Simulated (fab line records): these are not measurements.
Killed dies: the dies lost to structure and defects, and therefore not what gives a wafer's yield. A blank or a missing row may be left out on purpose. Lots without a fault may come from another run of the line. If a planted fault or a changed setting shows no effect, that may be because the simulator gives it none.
What tool caused it? + flow nand harc + 21 wafers from 7 lots sampled at 5 of the route's 1302 steps

WHAT EACH GAUGE READ, for each wafer
NHARC_END_SORT_01.
| lot  | measured     | on        | defect limited yield (%) |
|------|--------------|-----------|--------------------------|
| L191 | day 29 08:59 | prober-02 | 88 90 92                 |
| L205 | day 34 02:24 | prober-01 | 88 90 90                 |

WHICH TOOL RAN EACH LOT (tool, then ch and the chambers of the sampled wafers, then the start)
| lot  | NHARC_P_M1_ETCH_35                 | NHARC_P_M1_ETCH_15                            | NHARC_P_M1_DEGAS_29          | NHARC_P_M1_ANNEAL_31             |
|------|------------------------------------|-----------------------------------------------|------------------------------|----------------------------------|
| L184 | rie diel-08 ch 0,1,2, day 6 23:08  | rie diel-08 ch 1,2,3, day 7 00:07 or earlier  | pvd sputter-03, day 7 00:07  | rtp anneal-01 ch 0, day 7 00:51  |
| L191 | rie diel-12 ch 1,2, day 10 07:37   | rie diel-12 ch 0,2, day 10 08:34 or earlier   | pvd sputter-01, day 10 08:34 | rtp anneal-01 ch 0, day 10 09:52 |
| L193 | rie diel-02 ch 0,2,3, day 11 01:07 | rie diel-02 ch 0,1,3, day 11 02:06 or earlier | pvd sputter-03, day 11 02:06 | rtp anneal-02 ch 0, day 11 02:51 |
| L196 | rie diel-02 ch 0,2,3, day 12 11:38 | rie diel-02 ch 1,2,3, day 12 12:34 or earlier | pvd sputter-03, day 12 12:34 | rtp anneal-01 ch 0, day 12 13:18 |
| L197 | rie diel-08 ch 1,2,3, day 12 13:36 | rie diel-08 ch 0,1,3, day 12 14:32 or earlier | pvd sputter-01, day 12 14:32 | rtp anneal-02 ch 0, day 12 15:25 |
| L201 | rie diel-02 ch 0,1,2, day 14 09:38 | rie diel-02 ch 1,2, day 14 11:03 or earlier   | pvd sputter-01, day 14 11:03 | rtp anneal-01 ch 0, day 14 11:51 |
| L205 | rie diel-12 ch 2,3, day 15 23:55   | rie diel-12 ch 1,2, day 16 00:52 or earlier   | pvd sputter-01, day 16 00:52 | rtp anneal-02 ch 0, day 16 01:45 |
- NHARC_P_M1_ETCH_35: etches the open film in N2/H2, target depth 40 nm, overetch 12 nm, time 43.94 s.
- NHARC_P_M1_ETCH_15: etches the open film in C4F8/Ar, target depth 182.5 nm, time 91.2 s.
- NHARC_P_M1_DEGAS_29: time 60 s.
- NHARC_P_M1_ANNEAL_31: time 90 s.

THE ANSWER, worked out from the rows above alone
Rule: usual is defined by the lots themselves. Put in order of their means at a reading, lots are off if they are a third of the lots or fewer, leave a main group of 4 or more, and stand apart from it by a gap of 3 or more times the standard deviation of the main group's means; of several such gaps the widest counts. A main group is skipped when, at the precision printed for the reading in the tables above, its means are all equal. A lot without any number at a reading at which 4 lots or more have one is off too. Where the step has rows for the other lots, those lots are counted as sound.
No lot is off at any reading shown: from this, nothing can be told.

WHAT WAS PUT IN BY THE SIMULATOR
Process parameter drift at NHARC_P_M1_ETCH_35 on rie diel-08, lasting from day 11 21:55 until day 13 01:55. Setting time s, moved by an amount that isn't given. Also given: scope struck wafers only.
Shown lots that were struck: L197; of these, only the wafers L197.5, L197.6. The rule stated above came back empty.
